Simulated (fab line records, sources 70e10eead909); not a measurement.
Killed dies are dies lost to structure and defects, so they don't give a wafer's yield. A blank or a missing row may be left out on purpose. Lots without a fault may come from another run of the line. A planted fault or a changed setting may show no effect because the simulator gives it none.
fab line records | flow nand_harc
record lots=13 wafers=39 last_day=34
route steps=1302 shown A_M0@1157 A_M1@1174 END@1302
lots that met no fault: from a run of the same line without faults
start_h: hours from the record's first day to the start of the lot's first wafer shown | wait_h: hours since the lot's step before | " the same as in the row above | L1.1+2: a row that stands for several wafers | - no value, or no start given | * or withheld: withheld | < > ~ a bound
route shown NAME@n: a module of which the file shows steps, and the number in the route of the first | usual: mean/standard deviation of fault-free wafers | same: alike in all rows | chamber/n: place in a boat | sites: the reading at each site | _std_site: their standard deviation | _edge_site: outer sites' mean less inner sites' | radius_mm: how far each site lies from the wafer's centre | mask NAME#n: copy n | behind: the tool/chamber that last shaped the wafer | hold: why the lot was held/for how many hours/how that ended | device: the transistor (n, p or np) that didn't switch | end of line: the same wafers' tests at the end of the route | a step without rows: its recipe alone | killed: dies lost to structure and defects at the first sort, not the wafer's yield | map: a wafer's dies, x killed, . not, _ none there
set.NAME: the setting as run; set.NAME@STEP: as run at that earlier step | model.NAME: the simulator's own value behind a step, which no gauge read
steps of the route over a sample of lots; a table a step, a row a wafer
services: from which hour (start_h, from the record's first day; less than 0 if before it) a tool's chamber was out of use, for how many hours, and why
## steps
# step NHARC_A_M0_PRE_CLEAN_29
# recipe time_s=30 temp_c=280 gas=H2/He
# usual heater_power_w=414/61
# columns lot.wafer tool chamber start_h wait_h heater_power_w
L371.2 pvd_sputter-02 - - - 418
L371.5 " - " " 421
L371.6 " - " " 549
L374.1 pvd_sputter-03 - - - 455
L374.4 " - " " 439
L374.5 " - " " 511
L372.1 pvd_sputter-01 - - - 366
L372.2 " - " " 367
L372.5 " - " " 389
L373.4 pvd_sputter-01 - - - 322
L373.3 " - " " 388
L373.1 " - " " 371
L375.2 pvd_sputter-01 - - - 381
L375.1 " - " " 324
L375.5 " - " " 376
L376.2 pvd_sputter-01 - - - 321
L376.6 " - " " 385
L376.5 " - " " 371
L377.1 pvd_sputter-03 - - - 460
L377.2 " - " " 498
L377.5 " - " " 454
L379.3 pvd_sputter-03 - - - 446
L379.2 " - " " 447
L379.5 " - " " 527
L389.4 pvd_sputter-02 - - - 528
L389.3 " - " " 421
L389.6 " - " " 409
L392.1 pvd_sputter-01 - - - 371
L392.4 " - " " 379
L392.5 " - " " 386
L391.4 pvd_sputter-03 - - - 492
L391.1 " - " " 443
L391.3 " - " " 442
L394.4 pvd_sputter-01 - - - 391
L394.2 " - " " 284
L394.5 " - " " 384
L393.3 pvd_sputter-03 - - - 450
L393.2 " - " " 365
L393.5 " - " " 453
# step NHARC_A_M0_PVD_20
# recipe target_thk_a=50 bias_v=168.6 power_w=15000 chamber_pressure_pa=0.12 time_s=8.06 substrate_temp_c=50 material=TaN
# usual throttle_valve_pct=29.9/1
# columns lot.wafer tool chamber start_h wait_h throttle_valve_pct
L371.2 pvd_sputter-02 - - - 28.7
L371.5 " - " " 29.9
L371.6 " - " " 30.8
L374.1 pvd_sputter-03 - - - 29.5
L374.4 " - " " 28.3
L374.5 " - " " 29.6
L372.1 pvd_sputter-01 - - - 31.2
L372.2 " - " " 30.4
L372.5 " - " " 31.1
L373.1 pvd_sputter-01 - - - 31.4
L373.3 " - " " 31.3
L373.4 " - " " 30.4
L375.1 pvd_sputter-01 - - - 31.2
L375.2 " - " " 30.4
L375.5 " - " " 31.3
L376.2 pvd_sputter-01 - - - 31.4
L376.6 " - " " 31.4
L376.5 " - " " 31.2
L377.2 pvd_sputter-03 - - - 29.8
L377.1 " - " " 29.0
L377.5 " - " " 29.5
L379.3 pvd_sputter-03 - - - 29.2
L379.2 " - " " 29.9
L379.5 " - " " 29.1
L389.4 pvd_sputter-02 - - - 28.5
L389.3 " - " " 30.1
L389.6 " - " " 28.4
L392.1 pvd_sputter-01 - - - 31.3
L392.4 " - " " 30.8
L392.5 " - " " 29.8
L391.4 pvd_sputter-03 - - - 29.2
L391.1 " - " " 28.5
L391.3 " - " " 28.1
L394.4 pvd_sputter-01 - - - 31.7
L394.2 " - " " 31.3
L394.5 " - " " 31.1
L393.2 pvd_sputter-03 - - - 28.0
L393.3 " - " " 29.4
L393.5 " - " " 29.0
# step NHARC_A_M1_SOFTBAKE_04
# recipe temp_c=105 time_s=55
# usual heater_power_total_W=188.45/0.15
# columns lot.wafer tool chamber start_h wait_h heater_power_total_W
L371.2 litho_track-01 0 535 - 188.36
L371.5 " 0 " " 188.43
L371.6 " 0 " " 188.47
L374.1 litho_track-06 0 543 - 188.52
L374.4 " 0 " " 188.36
L374.5 " 0 " " 188.42
L372.1 litho_track-04 0 544 - 188.28
L372.2 " 0 " " 188.28
L372.5 " 0 " " 188.27
L373.1 litho_track-06 0 547 - 188.42
L373.3 " 0 " " 188.81
L373.4 " 0 " " 188.76
L375.1 litho_track-04 0 565 - 188.42
L375.2 " 0 " " 188.62
L375.5 " 0 " " 188.60
L376.2 litho_track-01 0 580 - 188.24
L376.5 " 0 " " 188.54
L376.6 " 0 " " 188.67
L377.1 litho_track-04 0 593 - 188.36
L377.2 " 0 " " 188.33
L377.5 " 0 " " 188.31
L379.2 litho_track-01 0 622 - 188.34
L379.3 " 0 " " 188.25
L379.5 " 0 " " 194.25
L389.3 litho_track-04 0 716 - 188.33
L389.4 " 0 " " 188.47
L389.6 " 0 " " 188.48
L392.1 litho_track-01 0 730 - 188.46
L392.4 " 0 " " 188.31
L392.5 " 0 " " 188.53
L391.1 litho_track-01 0 731 - 188.31
L391.3 " 0 " " 188.34
L391.4 " 0 " " 188.32
L394.2 litho_track-01 0 765 - 188.48
L394.4 " 0 " " 188.33
L394.5 " 0 " " 188.72
L393.2 litho_track-01 0 768 - 188.46
L393.3 " 0 " " 188.65
L393.5 " 0 " " 188.31
# step NHARC_A_M1_OVL_MEAS_10
# recipe pitch_nm=240
# usual overlay_x_nm=0.4/0.87 overlay_y_nm=0.0/0.99
# columns lot.wafer tool chamber start_h wait_h overlay_x_nm overlay_y_nm
L371.2 overlay-01 - 535.96 - 0.3 -0.9
L371.5 " - " " 0.3 -0.9
L371.6 " - " " 0.3 -0.8
L374.1 overlay-01 - 543.72 - -0.3 0.3
L374.4 " - " " -0.2 0.7
L374.5 " - " " -0.4 1.0
L372.1 overlay-01 - 545.19 - 1.2 0.3
L372.2 " - " " 1.0 -0.1
L372.5 " - " " 1.7 0.9
L373.1 overlay-01 - 547.71 - 0.4 -1.3
L373.3 " - " " 0.1 -0.5
L373.4 " - " " 0.1 -1.0
L375.1 overlay-01 - 566.10 - 0.9 -0.2
L375.2 " - " " -0.1 -0.1
L375.5 " - " " 0.7 -0.2
L376.2 overlay-02 - 580.93 - 1.4 -1.4
L376.5 " - " " 1.5 -1.1
L376.6 " - " " 1.0 -1.5
L377.1 overlay-02 - 593.69 - -0.3 -1.1
L377.2 " - " " 0.1 -1.4
L377.5 " - " " 0.1 -1.4
L379.2 overlay-01 - 622.44 - -1.1 1.0
L379.3 " - " " -0.9 0.7
L379.5 " - " " -0.3 1.3
L389.3 overlay-02 - 716.70 - 0.3 0.3
L389.4 " - " " 0.5 0.9
L389.6 " - " " 0.6 0.2
L392.1 overlay-01 - 731.13 - 0.7 -1.6
L392.4 " - " " 1.3 -0.7
L392.5 " - " " 1.2 -0.6
L391.1 overlay-01 - 732.24 - 0.3 1.1
L391.3 " - " " 0.4 0.7
L391.4 " - " " 0.9 0.3
L394.2 overlay-02 - 766.00 - 0.5 -1.0
L394.4 " - " " 0.9 -0.7
L394.5 " - " " 0.4 -0.6
L393.2 overlay-01 - 769.03 - 1.9 1.2
L393.3 " - " " 2.0 1.4
L393.5 " - " " 1.8 1.3
# step NHARC_END_SORT_01
# recipe temp_c=25
# usual defect_limited_yield=91.4/2.7 killed_at_array=53/18 killed_at_other=0.8/1.1 killed_at_periphery=4.1/2.7 killed_dies=58/18 killed_open=3.1/1.7 killed_short=2.7/1.7 sort_bin_2_pct=3.0/1.2 sort_bin_3_pct=0.6/0.37 sort_bin_4_pct=4.9/1.5 sort_n_pass=619/18 sort_rim_yield_pct=91/4.1 sort_yield_pct=91.4/2.7
# same gross_dies=677 sort_bin_5_pct[%]=0 sort_bin_6_pct[%]=0 sort_bin_7_pct[%]=0 sort_bin_8_pct[%]=0 sort_rim_n_gross=106.00
# columns lot.wafer tool chamber start_h wait_h defect_limited_yield[%] killed_at_array killed_at_other killed_at_periphery killed_dies killed_open killed_short sort_bin_2_pct[%] sort_bin_3_pct[%] sort_bin_4_pct[%] sort_n_pass sort_rim_yield_pct[%] sort_yield_pct[%]
L391.1 prober-01 0 770.78 2.5 92.0 50 0 4 54 0 1 2.2 1.3 4.4 623 86 92.0
L391.3 prober-01 0 772.39 3.1 89.4 65 1 6 72 2 3 3.0 0.9 6.8 605 92 89.4
L391.4 prober-01 0 773.20 3.4 90.5 60 0 4 64 3 1 3.1 0.6 5.8 613 84 90.5
# killed by level:class
L391.1 A_CHANNEL_HOLE_D2:chamber_film_flake=26 A_SLIT:chamber_film_flake=8 A_CHANNEL_HOLE_D1:chamber_film_flake=7 A_CONTACT:chamber_film_flake=3 A_WL_FILL:chamber_film_flake=3 P_M2:chamber_film_flake=2 A_CHANNEL_FILL_D1:geometric_particle:short=1 P_ZERO_WELL:chamber_film_flake=1
L391.3 A_CHANNEL_HOLE_D2:chamber_film_flake=30 A_CHANNEL_HOLE_D1:chamber_film_flake=19 A_SLIT:chamber_film_flake=7 A_CONTACT:chamber_film_flake=6 P_M2:chamber_film_flake=2 P_GATE:geometric_particle:open=1 P_M0:geometric_particle:open=1 A_ONON_D1:geometric_particle:short=1
L391.4 A_CHANNEL_HOLE_D2:chamber_film_flake=23 A_CHANNEL_HOLE_D1:chamber_film_flake=17 A_CONTACT:chamber_film_flake=6 A_SLIT:chamber_film_flake=5 A_STAIRCASE:chamber_film_flake=4 P_M2:chamber_film_flake=3 A_CHANNEL_FILL_D1:geometric_particle:open=1 A_BLC:geometric_particle:short=1
## services
# columns tool chamber start_h hours kind
pvd_sputter-03 - 526.24 10.0 pm
litho_track-06 - 529.00 7.0 pm
litho_track-04 - 553.00 7.0 pm
pvd_sputter-03 - 565.98 6.6 repair
pvd_sputter-01 - 578.44 7.2 repair
pvd_sputter-01 - 585.67 10.0 pm
pvd_sputter-03 - 613.73 5.3 repair
litho_track-04 - 632.52 - consumable_replace:filter
pvd_sputter-02 - 638.01 10.0 pm
pvd_sputter-02 - 673.42 1.4 repair
litho_track-01 - 680.00 7.0 pm
litho_track-06 - 704.00 7.0 pm
pvd_sputter-03 - 704.33 10.0 pm
pvd_sputter-01 - 712.57 1.7 repair
litho_track-04 - 728.00 7.0 pm
pvd_sputter-01 - 734.21 11.1 repair
pvd_sputter-01 - 763.67 10.0 pm
## key
first_sign step=NHARC_A_M1_SOFTBAKE_04 reading=heater_power_total_W direction=up sigmas=39 usual=* struck=*
effect none on later readings
met_at NHARC_A_M1_SOFTBAKE_04
struck_lots L379
struck_wafers L379.5
not_acting_at NHARC_A_M0_PRE_CLEAN_29,NHARC_A_M0_PVD_20,NHARC_A_M1_OVL_MEAS_10
onset_between 580 622
fault kind=process_parameter_drift tool=litho_track-01 chamber=- onset_h=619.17 steps=NHARC_A_M1_SOFTBAKE_04 channel=time_s offset=* shape=step end_h=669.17 scope=struck_wafers_only acts_in=* stated=*
